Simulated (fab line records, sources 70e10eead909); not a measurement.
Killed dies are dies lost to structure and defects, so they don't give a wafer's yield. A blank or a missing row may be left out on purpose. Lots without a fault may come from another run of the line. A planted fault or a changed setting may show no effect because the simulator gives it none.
fab line records | flow nand_harc | part 2 of 2: steps 25 to 34 of 34
record lots=5 wafers=15 last_day=24
route steps=1159 shown P_GATE@168
lots that met no fault: from a run of the same line without faults
start_h: hours from the record's first day to the start of the lot's first wafer shown | wait_h: hours since the lot's step before | " the same as in the row above | L1.1+2: a row that stands for several wafers | - no value, or no start given | * or withheld: withheld | < > ~ a bound
route shown NAME@n: a module of which the file shows steps, and the number in the route of the first | usual: mean/standard deviation of fault-free wafers | same: alike in all rows | chamber/n: place in a boat | sites: the reading at each site | _std_site: their standard deviation | _edge_site: outer sites' mean less inner sites' | radius_mm: how far each site lies from the wafer's centre | mask NAME#n: copy n | behind: the tool/chamber that last shaped the wafer | hold: why the lot was held/for how many hours/how that ended | device: the transistor (n, p or np) that didn't switch | end of line: the same wafers' tests at the end of the route | a step without rows: its recipe alone | killed: dies lost to structure and defects at the first sort, not the wafer's yield | map: a wafer's dies, x killed, . not, _ none there
set.NAME: the setting as run; set.NAME@STEP: as run at that earlier step | model.NAME: the simulator's own value behind a step, which no gauge read
lots at some steps of the route; a table a step, a row a wafer
services: from which hour (start_h, from the record's first day; less than 0 if before it) a tool's chamber was out of use, for how many hours, and why
## steps
# step NHARC_P_GATE_DEHYDRATE_83
# recipe temp_c=150 time_s=120
# usual heater_power_total_W=182.4/1.2 resist_line_temp_C=23.00/0.11
# columns lot.wafer tool chamber start_h wait_h heater_power_total_W resist_line_temp_C
L077.1 litho_track-03 0 117.82 - 183.3 23.09
L077.3 " 0 " " 183.8 22.95
L077.4 " 0 " " 180.7 23.01
L076.1 litho_track-05 0 118.13 - 180.9 23.09
L076.2 " 0 " " 181.9 22.92
L076.4 " 0 " " 182.0 23.00
L086.1 litho_track-03 0 181.46 - 181.1 22.90
L086.2 " 0 " " 181.8 23.05
L086.5 " 0 " " 183.3 23.07
L091.1 litho_track-02 0 208.93 - 184.0 23.17
L091.2 " 0 " " 181.1 23.10
L091.6 " 0 " " 183.4 23.22
L096.2 litho_track-02 0 237.13 - 182.3 22.86
L096.5 " 0 " " 181.9 22.96
L096.6 " 0 " " 181.5 23.21
# step NHARC_P_GATE_HMDS_84
# recipe time_s=30
# usual resist_line_temp_C=23.01/0.11
# columns lot.wafer tool chamber start_h wait_h resist_line_temp_C
L077.1 litho_track-03 0 - - 22.99
L077.3 " 0 " " 23.18
L077.4 " 0 " " 23.03
L076.1 litho_track-05 0 - - 23.00
L076.2 " 0 " " 23.15
L076.4 " 0 " " 23.09
L086.1 litho_track-03 0 - - 22.96
L086.2 " 0 " " 23.05
L086.5 " 0 " " 22.97
L091.1 litho_track-02 0 - - 23.03
L091.2 " 0 " " 22.80
L091.6 " 0 " " 23.05
L096.2 litho_track-02 0 - - 22.95
L096.5 " 0 " " 22.85
L096.6 " 0 " " 22.93
# step NHARC_P_GATE_COAT_85
# recipe spin_rpm=3000
# usual resist_line_temp_C=23.00/0.089
# columns lot.wafer tool chamber start_h wait_h resist_line_temp_C
L077.1 litho_track-03 0 - - 22.96
L077.3 " 0 " " 22.68
L077.4 " 0 " " 22.90
L076.1 litho_track-05 0 - - 23.05
L076.2 " 0 " " 22.98
L076.4 " 0 " " 22.84
L086.1 litho_track-03 0 - - 23.08
L086.2 " 0 " " 23.10
L086.5 " 0 " " 23.16
L091.1 litho_track-02 0 - - 22.98
L091.2 " 0 " " 22.93
L091.6 " 0 " " 22.89
L096.2 litho_track-02 0 - - 23.24
L096.5 " 0 " " 22.97
L096.6 " 0 " " 23.01
# step NHARC_P_GATE_SOFTBAKE_86
# recipe temp_c=122 time_s=95
# usual heater_power_total_W=160.1/0.44 resist_line_temp_C=23.01/0.12
# columns lot.wafer tool chamber start_h wait_h heater_power_total_W resist_line_temp_C
L077.1 litho_track-03 0 - - 160.1 23.14
L077.3 " 0 " " 160.4 22.97
L077.4 " 0 " " 160.3 22.91
L076.1 litho_track-05 0 - - 160.1 22.97
L076.2 " 0 " " 160.8 23.17
L076.4 " 0 " " 160.6 22.85
L086.1 litho_track-03 0 - - 159.2 22.89
L086.2 " 0 " " 160.0 22.89
L086.5 " 0 " " 160.5 23.01
L091.1 litho_track-02 0 - - 160.5 22.98
L091.2 " 0 " " 160.1 22.82
L091.6 " 0 " " 160.1 23.06
L096.2 litho_track-02 0 - - 159.4 23.20
L096.5 " 0 " " 159.9 23.07
L096.6 " 0 " " 160.5 23.17
# step NHARC_P_GATE_EBR_87
# usual resist_line_temp_C=22.99/0.11
# columns lot.wafer tool chamber start_h wait_h resist_line_temp_C
L077.1 litho_track-03 0 - - 22.94
L077.3 " 0 " " 22.95
L077.4 " 0 " " 22.95
L076.1 litho_track-05 0 - - 22.95
L076.2 " 0 " " 23.03
L076.4 " 0 " " 22.88
L086.1 litho_track-03 0 - - 23.09
L086.2 " 0 " " 23.10
L086.5 " 0 " " 22.93
L091.1 litho_track-02 0 - - 22.84
L091.2 " 0 " " 23.03
L091.6 " 0 " " 22.77
L096.2 litho_track-02 0 - - 23.08
L096.5 " 0 " " 23.20
L096.6 " 0 " " 23.09
# step NHARC_P_GATE_EXPOSE_88
# recipe na=0.6 target_cd_nm=2000 dose_mj=11.87 mask_id=P_HVN
# usual stage_vel_mm_s=499.99/0.22
# columns lot.wafer tool chamber start_h wait_h mask stage_vel_mm_s
L077.1 krf_scanner-03 0 118.09 - P_HVN#0 500.12
L077.3 " 0 " " P_HVN#0 500.04
L077.4 " 0 " " P_HVN#0 499.80
L076.1 krf_scanner-01 0 118.41 - P_HVN#0 500.17
L076.2 " 0 " " P_HVN#0 500.27
L076.4 " 0 " " P_HVN#0 499.94
L086.1 krf_scanner-03 0 181.73 - P_HVN#0 499.74
L086.2 " 0 " " P_HVN#0 499.91
L086.5 " 0 " " P_HVN#0 499.98
L091.1 krf_scanner-03 0 209.08 - P_HVN#0 500.38
L091.2 " 0 " " P_HVN#0 500.13
L091.6 " 0 " " P_HVN#0 500.00
L096.2 krf_scanner-04 0 237.41 - P_HVN#0 499.75
L096.5 " 0 " " P_HVN#0 500.00
L096.6 " 0 " " P_HVN#0 500.08
# step NHARC_P_GATE_PEB_89
# recipe peb_temp_c=118 peb_time_s=85
# usual heater_power_total_W=163.99/0.27 resist_line_temp_C=22.99/0.11
# columns lot.wafer tool chamber start_h wait_h heater_power_total_W resist_line_temp_C
L077.1 litho_track-02 0 118.16 0.1 164.35 23.03
L077.3 " 0 " " 163.68 23.01
L077.4 " 0 " " 164.43 23.12
L076.1 litho_track-02 0 118.48 0.1 164.05 23.11
L076.2 " 0 " " 163.67 23.19
L076.4 " 0 " " 163.68 22.99
L086.1 litho_track-02 0 181.80 0.1 163.77 22.86
L086.2 " 0 " " 163.97 23.06
L086.5 " 0 " " 164.21 23.09
L091.1 litho_track-02 0 209.15 0.1 163.70 22.92
L091.2 " 0 " " 164.52 22.96
L091.6 " 0 " " 163.93 22.89
L096.2 litho_track-03 0 237.47 0.1 163.64 22.97
L096.5 " 0 " " 163.97 22.94
L096.6 " 0 " " 163.61 23.04
# step NHARC_P_GATE_DEVELOP_90
# recipe time_s=70
# usual resist_line_temp_C=22.98/0.13
# columns lot.wafer tool chamber start_h wait_h resist_line_temp_C
L077.1 litho_track-02 0 - - 22.92
L077.3 " 0 " " 23.03
L077.4 " 0 " " 22.80
L076.1 litho_track-02 0 - - 23.06
L076.2 " 0 " " 23.01
L076.4 " 0 " " 22.99
L086.1 litho_track-02 0 - - 23.24
L086.2 " 0 " " 23.03
L086.5 " 0 " " 23.02
L091.1 litho_track-02 0 - - 23.08
L091.2 " 0 " " 23.08
L091.6 " 0 " " 23.12
L096.2 litho_track-03 0 - - 23.07
L096.5 " 0 " " 22.98
L096.6 " 0 " " 23.02
# step NHARC_P_GATE_CD_MEAS_91
# recipe target_cd_nm=2000 landing_energy_ev=500
# usual cd_nm=2000.1/1.6
# columns lot.wafer tool chamber start_h wait_h cd_nm
L077.1 cd_sem-02 0 118.25 - 2001.2
L077.3 " 0 " " 2001.0
L077.4 " 0 " " 2000.8
L076.1 cd_sem-01 0 118.57 - 2001.7
L076.2 " 0 " " 2001.2
L076.4 " 0 " " 1999.9
L086.1 cd_sem-01 0 181.89 - 2000.1
L086.2 " 0 " " 1999.6
L086.5 " 0 " " 1999.1
L091.1 cd_sem-03 0 209.24 - 2003.7
L091.2 " 0 " " 2002.9
L091.6 " 0 " " 2003.1
L096.2 cd_sem-03 0 237.56 - 2000.6
L096.5 " 0 " " 1999.6
L096.6 " 0 " " 2000.8
# step NHARC_P_GATE_HARDBAKE_92
# recipe temp_c=125 time_s=80
# usual heater_power_total_W=183.9/0.72 resist_line_temp_C=22.99/0.1
# columns lot.wafer tool chamber start_h wait_h heater_power_total_W resist_line_temp_C
L077.1 litho_track-03 0 118.33 - 183.2 22.93
L077.3 " 0 " " 184.3 23.03
L077.4 " 0 " " 183.9 22.94
L076.1 litho_track-05 0 118.65 - 184.2 22.95
L076.2 " 0 " " 182.9 23.00
L076.4 " 0 " " 182.8 22.93
L086.1 litho_track-05 0 181.97 - 183.8 22.95
L086.2 " 0 " " 183.2 22.94
L086.5 " 0 " " 184.6 22.98
L091.1 litho_track-05 0 209.32 - 184.9 22.99
L091.2 " 0 " " 183.9 23.12
L091.6 " 0 " " 184.1 22.95
L096.2 litho_track-02 0 237.66 - 184.7 23.05
L096.5 " 0 " " 184.8 22.99
L096.6 " 0 " " 183.9 23.02
## services
# columns tool chamber start_h hours kind
wet_bench-07 - 96.00 8.0 pm
plasma_asher-01 - 99.00 9.0 pm
rie_diel-08 - 124.80 9.0 pm
krf_scanner-04 - 126.00 4.0 pm
krf_scanner-04 - 130.95 1.3 repair
wet_bench-03 - 146.40 8.0 pm
implanter-02 - 147.37 1.8 repair
plasma_asher-02 - 162.84 6.2 repair
rie_diel-05 - 163.62 9.0 pm
litho_track-02 - 165.00 7.0 pm
krf_scanner-03 - 168.00 4.0 pm
krf_scanner-03 - 172.32 0.4 repair
rie_diel-05 - 177.75 0.4 repair
krf_scanner-01 - 178.24 0.3 repair
wet_bench-02 - 180.00 8.0 pm
plasma_asher-02 - 186.64 2.0 repair
implanter-01 - 187.96 1.6 repair
krf_scanner-01 - 190.09 16.2 repair
rie_diel-08 - 190.55 2.4 repair
plasma_asher-01 - 192.66 8.7 repair
krf_scanner-03 - 212.74 4.1 repair
litho_track-03 - 213.00 7.0 pm
rie_diel-08 0 229.99 1.4 repair
litho_track-05 - 237.00 7.0 pm
